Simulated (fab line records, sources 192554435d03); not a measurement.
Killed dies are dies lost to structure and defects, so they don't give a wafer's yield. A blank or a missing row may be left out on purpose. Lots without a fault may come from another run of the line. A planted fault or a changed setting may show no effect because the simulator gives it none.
Chamber matching | flow n5_finfet | N5_SD_EPI_N_LINER_46 on ald_sin-02: 4 sister chambers
The step material SiNx, target thk 3 nm. 8 wafers are shown with their chamber, then 9 later ones without.

WAFERS WITH THEIR CHAMBER
wafer  | chamber | heater_power_w (W)
L079.3 | 0       | 852
L082.2 | 2       | 829
L082.4 | 0       | 859
L084.1 | 3       | 1003
L084.3 | 2       | 805
L089.1 | 1       | 763
L089.2 | 3       | 1016
L089.6 | 1       | 768

WAFERS WITHOUT THEIR CHAMBER
wafer  | heater_power_w (W)
L094.2 | 753
L094.3 | 1002
L094.5 | 818
L095.1 | 831
L095.4 | 770
L095.5 | 736
L096.1 | 993
L096.4 | 753
L096.6 | 823

WHICH CHAMBER EACH WENT THROUGH
wafer  | from the rows above     | in truth
L094.2 | 1                       | 1
L094.3 | 3                       | 3
L094.5 | 2                       | 2
L095.1 | can't be placed: 2 or 0 | 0
L095.4 | 1                       | 1
L095.5 | 1                       | 1
L096.1 | 3                       | 3
L096.4 | 1                       | 1
L096.6 | 2                       | 2
Placed correctly: 8 of 9. Can't be placed from these rows: 1 (the true chamber is among the candidates in 1). Placed wrongly: 0.
How it was worked out, from the rows above alone: a wafer's distance from a chamber is the root of the sum, over the readings, of the square of ((its reading less the chamber's mean) divided by the reading's scatter). The wafer belongs to the nearest chamber; if the next one is less than 2 further off, it can't be placed. A chamber's mean is the mean of its shown wafers. The scatter: the root of (the sum of the squares of (reading less its chamber's mean) over the shown wafers, divided by (wafers less chambers)).
